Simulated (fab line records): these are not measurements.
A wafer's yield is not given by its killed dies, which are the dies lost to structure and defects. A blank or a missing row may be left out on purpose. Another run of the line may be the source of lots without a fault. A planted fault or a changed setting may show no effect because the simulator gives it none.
Split-lot experiment -- flow n5Finfet -- 39 wafers read across 7 lots, on a route 1938 steps long

## SPLIT DETAILS
At N5_PASSIVATION_ETCH_54 (etches SiO2 in CHF3/O2, target depth 880 nm, time 440 s), the setting targetDepthA was moved away from the recipe's 8800 angstrom on 18 of the 39 wafers read, by -50.2% to +58.3%. For the rest of the wafers, this setting stayed at what the recipe calls for.

The split's own step is where the reading is taken.

## THE READING
etch.depthNm (the simulator's own value, which no gauge read), in nm, at N5_PASSIVATION_ETCH_54 (etches SiO2 in CHF3/O2, target depth 880 nm, time 440 s). No usual value for it is given in the file. Here, 21 wafers ran the recipe; their average is 880.2 nm with a standard deviation of 14 nm.

wafer,"tool, chamber at the split","targetDepthA as run, angstrom",against the recipe,"etch.depthNm, nm",against lot-mates on the recipe
L084.1,"rieDiel-04, 2",13930,+58.3%,1410,+520.8
L084.2,"rieDiel-04, 1",13930,+58.3%,1412,+522.8
L084.3,"rieDiel-04, 0",8800,recipe,890.9,-
L084.4,"rieDiel-04, 3",13930,+58.3%,1421,+531.8
L084.5,"rieDiel-04, 1",8800,recipe,886.4,-
L084.6,"rieDiel-04, 0",8800,recipe,890.4,-
L085.3,"rieDiel-02, 1",8800,recipe,865.6,-
L085.4,"rieDiel-02, 3",8800,recipe,852.1,-
L085.6,"rieDiel-02, 2",8800,recipe,863,-
L089.1,"rieDiel-01, 3",8800,recipe,888,-
L089.2,"rieDiel-01, 2",5978,-32.1%,602.1,-286.6
L089.3,"rieDiel-01, 1",8800,recipe,887.5,-
L089.4,"rieDiel-01, 0",8800,recipe,890.6,-
L089.5,"rieDiel-01, 1",5978,-32.1%,601.8,-286.9
L089.6,"rieDiel-01, 0",5978,-32.1%,600.9,-287.8
L090.1,"rieDiel-01, 3",10430,+18.5%,1049,+167.0
L090.2,"rieDiel-01, 1",8800,recipe,881.4,-
L090.3,"rieDiel-01, 0",8800,recipe,879.7,-
L090.4,"rieDiel-01, 2",10430,+18.5%,1051,+169.0
L090.5,"rieDiel-01, 2",10430,+18.5%,1045,+163.0
L090.6,"rieDiel-01, 1",8800,recipe,885,-
L091.1,"rieDiel-01, 2",4381,-50.2%,433.5,-441.7
L091.2,"rieDiel-01, 1",8800,recipe,875,-
L091.3,"rieDiel-01, 3",8800,recipe,877.6,-
L091.4,"rieDiel-01, 0",4381,-50.2%,436.1,-439.1
L091.5,"rieDiel-01, 0",8800,recipe,872.9,-
L091.6,"rieDiel-01, 1",4381,-50.2%,434.7,-440.5
L095.1,"rieDiel-01, 1",6008,-31.7%,596.7,-277.2
L095.2,"rieDiel-01, 3",8800,recipe,877.7,-
L095.3,"rieDiel-01, 0",6008,-31.7%,604.3,-269.6
L095.4,"rieDiel-01, 2",6008,-31.7%,599.2,-274.7
L095.5,"rieDiel-01, 2",8800,recipe,866.3,-
L095.6,"rieDiel-01, 1",8800,recipe,877.8,-
L097.1,"rieDiel-02, 1",8800,recipe,862.2,-
L097.2,"rieDiel-02, 0",11310,+28.5%,1144,+252.1
L097.3,"rieDiel-02, 3",8800,recipe,904.4,-
L097.4,"rieDiel-02, 1",11310,+28.5%,1110,+218.1
L097.5,"rieDiel-02, 0",11310,+28.5%,1152,+260.1
L097.6,"rieDiel-02, 3",8800,recipe,909,-

THE FIT
A straight line over all 39 wafers: etch.depthNm changes by +8.97 nm for each +1% of targetDepthA; r = +1.00; the points scatter about the line by 12 nm.
The same after taking each lot's own level away (the mean of its wafers on the recipe; 39 wafers): +8.85 nm for each +1%; r = +1.00; scatter 9.6 nm.
According to that fit, moving targetDepthA by its largest amount changes the reading by 5.2e+02 nm.
The span of the lots' own levels, 860.23 to 891.87 nm, comes to 2.3 times the standard deviation stated above.
Consequently the slope shifts little with the lot-to-lot level, the two slopes agreeing.
Check: with one of the wafers moved furthest among these (+58.3%) left out of the fit, the line predicts +516 nm for it against its lot-mates. It came out at +521 nm against them.

## THE WHOLE CHAIN: every reading that the file lists as answering this split, in the file's order
step,what it does,reading,change (the file's fit),r (the file's)
N5_PASSIVATION_ETCH_54,"etches SiO2 in CHF3/O2, target depth 880 nm, time 440 s","PASSIVATION.featureDepthNm (the simulator's own value, which no gauge read)",+8.85 nm for each +1% of the setting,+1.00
N5_PASSIVATION_ETCH_54,"etches SiO2 in CHF3/O2, target depth 880 nm, time 440 s","etch.depthNm (the simulator's own value, which no gauge read)",+8.85 nm for each +1% of the setting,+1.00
N5_PASSIVATION_PROBE_49,,killedAtOther,"not straight: 1070 at the lowest setting, 4 at the recipe, 2 at the highest",not given

## FILE'S OWN FIT
etch.depthNm changes by +8.85 nm for each +1% of targetDepthA, r = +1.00.
